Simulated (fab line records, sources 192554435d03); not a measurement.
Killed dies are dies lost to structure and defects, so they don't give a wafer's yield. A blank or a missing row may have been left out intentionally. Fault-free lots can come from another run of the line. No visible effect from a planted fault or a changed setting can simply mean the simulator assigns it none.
Chamber matching    flow n5 finfet    N5_PASSIVATION_PECVD_00 on pecvd-01 has 3 sister chambers
The step deposits SiO2 from SiH4/N2O, target thk 200 nm, time 11.2 s. 20 wafers are shown with their chamber, then 10 later ones without.

## WAFERS PAIRED WITH THEIR CHAMBERS
wafer   chamber  showerhead plenum p Torr (Torr)  showerhead vpp V (V)  heater power w (W)
L081.1  0        8.27                             1543                  490
L081.4  2        8.12                             1630                  758
L081.6  1        8.18                             1467                  683
L085.1  1        8.19                             1494                  694
L085.2  2        8.10                             1595                  686
L085.6  2        8.11                             1635                  724
L087.1  0        8.26                             1510                  493
L087.5  0        8.28                             1532                  509
L087.6  2        8.12                             1636                  749
L089.2  2        8.11                             1623                  723
L089.4  1        8.16                             1469                  680
L089.5  0        8.30                             1524                  552
L088.1  0        8.27                             1543                  453
L088.2  1        8.20                             1486                  584
L088.3  1        8.16                             1448                  610
L092.2  0        8.27                             1537                  458
L092.3  0        8.30                             1514                  464
L092.4  1        8.17                             1476                  719
L091.2  1        8.18                             1474                  720
L091.3  0        8.28                             1522                  466

SIGNATURES, as means of the wafers listed above
reading                   chamber 0  chamber 1  chamber 2  scatter within a chamber
showerhead plenum p Torr  8.2788     8.1771     8.1120     0.0135
showerhead vpp V          1528.12    1473.43    1623.80    14.5
heater power w            485.62     670.00     728.00     40.3
Rule: for each reading, subtract the chamber's mean from the wafer's reading, divide by that reading's scatter and square the result; add these up over the readings and take the root, which gives the wafer's distance from the chamber. The wafer belongs to the nearest chamber; if the next one is less than 2 further off, it can't be placed. The scatter: take each reading less its chamber's mean, square it, sum over the shown wafers, divide by the number of wafers less the number of chambers, and take the root.

## WAFERS WITH NO CHAMBER GIVEN
wafer   showerhead plenum p Torr (Torr)  showerhead vpp V (V)  heater power w (W)
L091.6  8.25                             1540                  481
L090.2  8.28                             1533                  527
L090.3  8.28                             1529                  527
L090.6  8.26                             1524                  527
L093.1  8.19                             1485                  695
L093.2  8.26                             1525                  474
L093.5  8.28                             1508                  506
L094.1  8.29                             1551                  513
L094.5  8.26                             1538                  522
L094.6  8.18                             1464                  732

## EACH ONE'S CHAMBER
wafer   from the rows above  in truth
L091.6  0                    0
L090.2  0                    0
L090.3  0                    0
L090.6  0                    0
L093.1  1                    1
L093.2  0                    0
L093.5  0                    0
L094.1  0                    0
L094.5  0                    0
L094.6  1                    1
Placed correctly: 10 of 10. Not placeable from these rows: 0. 0 placed wrongly.
